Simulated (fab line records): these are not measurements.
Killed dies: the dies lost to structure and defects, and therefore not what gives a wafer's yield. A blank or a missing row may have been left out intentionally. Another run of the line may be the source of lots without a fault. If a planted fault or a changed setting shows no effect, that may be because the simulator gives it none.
fab line records	flow nand-harc
record lots=13	wafers=39	last-day=24
route steps=1159 shown P_CONTACT@245 THIN_TSV@1107 END@1159
lots that met no fault: taken from a fault-free run of the same line
start-h: hours from the record's first day to the start of the lot's first wafer shown	wait-h: hours elapsed since this lot's preceding step	" as in the row above	L1.1+2: a single row standing in for several wafers	- no value present, or no start provided	* or withheld: withheld	< > ~ a bound
route shown NAME@n: NAME is a module with steps in the file, n the number in the route of the first one	usual: mean/standard deviation taken from wafers without a fault	same: alike in all rows	chamber/n: place in a boat	sites: the reading at each site	_std_site: standard deviation of those values	_edge_site: outer sites' mean less inner sites'	radius-mm: for every site, how far away it sits from the centre of the wafer	mask NAME#n: copy n	behind: the most recent tool/chamber to have shaped the wafer	hold: reason for holding the lot/hours on hold/outcome of the hold	device: the transistor (n, p or np) that didn't switch	end of line: at the end of the route, the tests of the same wafers	a step given without rows: its recipe and nothing more	killed: dies that structure and defects cost at the first sort, which is not the same as the wafer's yield	map: a wafer's dies, x killed, . not, _ none there
set.NAME: the setting the step ran with; set.NAME@STEP: the setting that earlier step ran with	model.NAME: the simulator's own value behind a step, which no gauge read
one table for each step of the route and one row for each wafer, over a sample of lots
services: a tool's chamber out of use, with start hour (start-h, from the record's first day; less than 0 if before it), hours out, and reason
## steps
# step NHARC_P_CONTACT_PRE_CLEAN_39
# recipe time-s=19.5	bias-v=250	gas=Ar
lot.wafer	tool	chamber	start-h	wait-h
L333.4+6+5	pvd-sputter-03	-	101.73	-
L334.4+2+6	pvd-sputter-02	-	117.22	-
L335.2+1+6	pvd-sputter-02	-	122.67	-
L336.1+2+5	pvd-sputter-03	-	128.82	-
L342.2+1+5	pvd-sputter-03	-	170.86	-
L343.3+5+6	pvd-sputter-01	-	174.63	-
L348.4+1+5	pvd-sputter-02	-	203.01	-
L351.2+3+6	pvd-sputter-01	-	218.20	-
L353.2+3+4	pvd-sputter-02	-	235.98	-
L354.2+1+3	pvd-sputter-03	-	236.42	-
L352.3+4+1	pvd-sputter-02	-	242.67	-
L355.2+6+5	pvd-sputter-03	-	243.27	-
L356.1+3+5	pvd-sputter-01	-	250.93	-
# step NHARC_THIN_TSV_DEP_43
# recipe target-thk-a=13285	temp-c=withheld	pressure-torr=6.5	rf-w=900	teos-flow-sccm=161.4	flow-sccm=2650	target-thk-nm=1328.5	gas=O2	material=SiO2
# usual throttle-valve-pct=15.6/0.62
lot.wafer	tool	chamber	start-h	wait-h	throttle-valve-pct
L333.4	pecvd-02	2	414.81	-	14.5
L333.5	"	0	"	"	16.5
L333.6	"	2	"	"	14.7
L334.2	pecvd-03	2	424.94	-	16.1
L334.6	"	0	"	"	14.4
L334.4	"	1	"	"	14.9
L335.2	pecvd-02	0	425.88	-	16.6
L335.1	"	2	"	"	14.4
L335.6	"	1	"	"	16.1
L336.1	pecvd-03	2	432.15	-	16.2
L336.2	"	0	"	"	14.3
L336.5	"	0	"	"	14.3
L342.2	pecvd-02	1	467.75	-	15.9
L342.1	"	0	"	"	16.3
L342.5	"	1	"	"	15.8
L343.3	pecvd-01	2	479.70	-	15.8
L343.5	"	1	"	"	15.6
L343.6	"	2	"	"	15.9
L348.1	pecvd-03	2	521.99	-	16.2
L348.4	"	2	"	"	16.3
L348.5	"	0	"	"	14.8
L351.2	pecvd-03	0	527.67	-	14.9
L351.3	"	1	"	"	14.8
L351.6	"	0	"	"	14.8
L353.2	pecvd-03	1	546.73	-	15.2
L353.3	"	2	"	"	16.4
L353.4	"	1	"	"	15.1
L354.2	pecvd-03	0	551.00	-	14.6
L354.1	"	1	"	"	15.3
L354.3	"	2	"	"	16.2
L352.3	pecvd-02	2	558.11	-	15.1
L352.1	"	1	"	"	16.1
L352.4	"	2	"	"	15.1
L355.2	pecvd-02	2	559.46	-	14.8
L355.6	"	0	"	"	16.2
L355.5	"	2	"	"	15.1
L356.3	pecvd-01	1	564.57	-	15.5
L356.1	"	0	"	"	16.1
L356.5	"	2	"	"	15.9
# step NHARC_THIN_TSV_PRE_CLEAN_50
# recipe time-s=30	temp-c=280	gas=H2/He
# usual heater-power-w=411/47
lot.wafer	tool	chamber	start-h	wait-h	heater-power-w
L333.4	pvd-sputter-02	-	-	-	374
L333.5	"	-	"	"	367
L333.6	"	-	"	"	336
L334.4	pvd-sputter-03	-	-	-	432
L334.2	"	-	"	"	471
L334.6	"	-	"	"	448
L335.1	pvd-sputter-02	-	-	-	416
L335.2	"	-	"	"	340
L335.6	"	-	"	"	431
L336.2	pvd-sputter-03	-	-	-	356
L336.1	"	-	"	"	425
L336.5	"	-	"	"	350
L342.1	pvd-sputter-02	-	-	-	366
L342.2	"	-	"	"	432
L342.5	"	-	"	"	379
L343.3	pvd-sputter-02	-	-	-	417
L343.5	"	-	"	"	334
L343.6	"	-	"	"	421
L348.1	pvd-sputter-02	-	-	-	478
L348.4	"	-	"	"	374
L348.5	"	-	"	"	361
L351.2	pvd-sputter-01	-	-	-	420
L351.3	"	-	"	"	390
L351.6	"	-	"	"	393
L353.3	pvd-sputter-01	-	-	-	419
L353.4	"	-	"	"	392
L353.2	"	-	"	"	457
L354.1	pvd-sputter-02	-	-	-	332
L354.2	"	-	"	"	480
L354.3	"	-	"	"	372
L352.1	pvd-sputter-02	-	-	-	416
L352.4	"	-	"	"	482
L352.3	"	-	"	"	369
L355.2	pvd-sputter-01	-	-	-	384
L355.5	"	-	"	"	420
L355.6	"	-	"	"	400
L356.3	pvd-sputter-02	-	-	-	331
L356.1	"	-	"	"	408
L356.5	"	-	"	"	331
# step NHARC_THIN_TSV_CD_MEAS_37
# usual cd-nm=4999.6/1.9
lot.wafer	tool	chamber	start-h	wait-h	cd-nm
L333.4	cd-sem-02	-	423.02	-	5000.3
L333.5	"	-	"	"	4998.0
L333.6	"	-	"	"	4999.7
L334.2	cd-sem-03	-	432.96	-	4999.4
L334.4	"	-	"	"	4999.8
L334.6	"	-	"	"	4997.4
L335.1	cd-sem-01	-	434.13	-	4998.7
L335.2	"	-	"	"	5001.3
L335.6	"	-	"	"	5000.6
L336.1	cd-sem-01	-	440.39	-	5000.9
L336.2	"	-	"	"	4998.7
L336.5	"	-	"	"	5001.2
L342.1	cd-sem-01	-	476.22	-	4998.6
L342.2	"	-	"	"	4998.9
L342.5	"	-	"	"	4996.3
L343.3	cd-sem-01	-	488.47	-	4997.2
L343.5	"	-	"	"	4995.3
L343.6	"	-	"	"	4998.4
L348.1	cd-sem-01	-	530.20	-	4999.5
L348.4	"	-	"	"	4997.3
L348.5	"	-	"	"	4994.9
L351.2	cd-sem-01	-	535.99	-	4997.6
L351.3	"	-	"	"	5001.2
L351.6	"	-	"	"	5001.6
L353.2	cd-sem-02	-	555.15	-	5000.4
L353.3	"	-	"	"	4995.6
L353.4	"	-	"	"	4996.1
L354.1	cd-sem-03	-	559.11	-	4998.0
L354.2	"	-	"	"	5003.2
L354.3	"	-	"	"	5003.1
L352.1	cd-sem-01	-	566.88	-	5002.7
L352.3	"	-	"	"	4998.4
L352.4	"	-	"	"	5000.0
L355.2	cd-sem-01	-	569.97	-	5000.5
L355.5	"	-	"	"	4999.9
L355.6	"	-	"	"	5001.4
L356.1	cd-sem-02	-	573.04	-	4999.8
L356.3	"	-	"	"	4998.1
L356.5	"	-	"	"	4999.4
# step NHARC_END_SORT_01
# recipe temp-c=25
# usual killed-at-array=28/12	killed-at-other=0.8/1.1	killed-at-periphery=3.6/2.3	killed-dies=32/12	killed-open=3.4/1.9	killed-short=2.0/1.3
# same gross-dies=677
lot.wafer	tool	chamber	start-h	wait-h	killed-at-array	killed-at-other	killed-at-periphery	killed-dies	killed-open	killed-short
L342.1	prober-02	0	490.47	2.5	11	3	7	21	4	2
L342.2	prober-02	0	491.28	2.8	16	1	6	23	7	4
L342.5	prober-02	0	493.71	3.7	12	1	18	31	1	5
# killed by level:class
L342.1 P_M0:chamber-film-flake=4 A_CHANNEL_HOLE_D1:chamber-film-flake=4 THIN_TSV:chamber-film-flake=3 P_CONTACT:geometric-particle:open=1 P_M0:geometric-particle:open=1 A_ONON_D1:geometric-particle:short=1 A_CHANNEL_FILL_D1:geometric-particle:open=1 A_WL_FILL:geometric-particle:short=1
L342.2 A_CHANNEL_HOLE_D1:chamber-film-flake=5 P_M1:geometric-particle:open=2 A_WL_FILL:geometric-particle:open=2 P_STI:chamber-film-flake=2 A_WL_FILL:chamber-film-flake=2 P_M0:geometric-particle:open=1 A_ONON_D1:geometric-particle:short=1 A_CHANNEL_HOLE_D1:geometric-particle:short=1
L342.5 P_CONTACT:unspecified=12 A_CHANNEL_HOLE_D1:chamber-film-flake=3 A_WL_FILL:geometric-particle:short=2 A_CONTACT:geometric-particle:short=2 P_STI:chamber-film-flake=2 A_STAIRCASE:chamber-film-flake=2 A_CONTACT:chamber-film-flake=2 P_M0:geometric-particle:short=1
## services
tool	chamber	start-h	hours	kind
pvd-sputter-02	-	98.46	5.0	repair
pvd-sputter-03	-	102.00	10.0	pm
pecvd-03	-	111.13	13.0	pm
pvd-sputter-01	-	129.11	5.5	repair
pecvd-03	-	131.03	1.6	repair
pvd-sputter-01	-	158.02	10.0	pm
pvd-sputter-01	-	183.89	9.4	repair
pecvd-03	0	198.01	6.2	repair
pvd-sputter-02	-	214.00	10.0	pm
pvd-sputter-03	-	218.39	12.4	repair
pvd-sputter-03	-	280.00	10.0	pm
pecvd-03	-	292.39	13.0	pm
pvd-sputter-02	-	310.37	3.2	repair
pvd-sputter-01	-	314.82	0.5	repair
pvd-sputter-01	-	320.32	4.7	repair
pvd-sputter-01	-	336.02	10.0	pm
pvd-sputter-02	-	370.83	3.6	repair
pvd-sputter-03	-	380.24	1.5	repair
pvd-sputter-02	-	392.02	10.0	pm
pvd-sputter-03	-	393.57	0.7	repair
pvd-sputter-03	-	420.85	6.7	repair
pvd-sputter-01	-	428.68	8.1	repair
pvd-sputter-03	-	458.00	10.0	pm
pecvd-03	-	473.39	13.0	pm
## key
first-sign step=NHARC_END_SORT_01	reading=killed-at-periphery	direction=up	sigmas=6.2	usual=3.6	struck=18
effect none on later readings
met-at NHARC_P_CONTACT_PRE_CLEAN_39
struck-lots L342
struck-wafers L342.5
tester-left-out L342
not-acting-at NHARC_THIN_TSV_DEP_43,NHARC_THIN_TSV_PRE_CLEAN_50,NHARC_THIN_TSV_CD_MEAS_37
onset-between 128.82 170.86
fault kind=chamber-particle-source	tool=pvd-sputter-03	chamber=-	onset-h=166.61	steps=NHARC_P_CONTACT_PRE_CLEAN_39	rate-per-visit-cm2=0.017527	end-h=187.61	scope=struck-wafers-only
# tester-left-out: of these lots the tester's yield and bins aren't shown, on N5 and GAA mostly nor the transistor test; their killed dies are dies lost to structure and defects alone, not to doping, threshold or leakage, so they don't give the yield
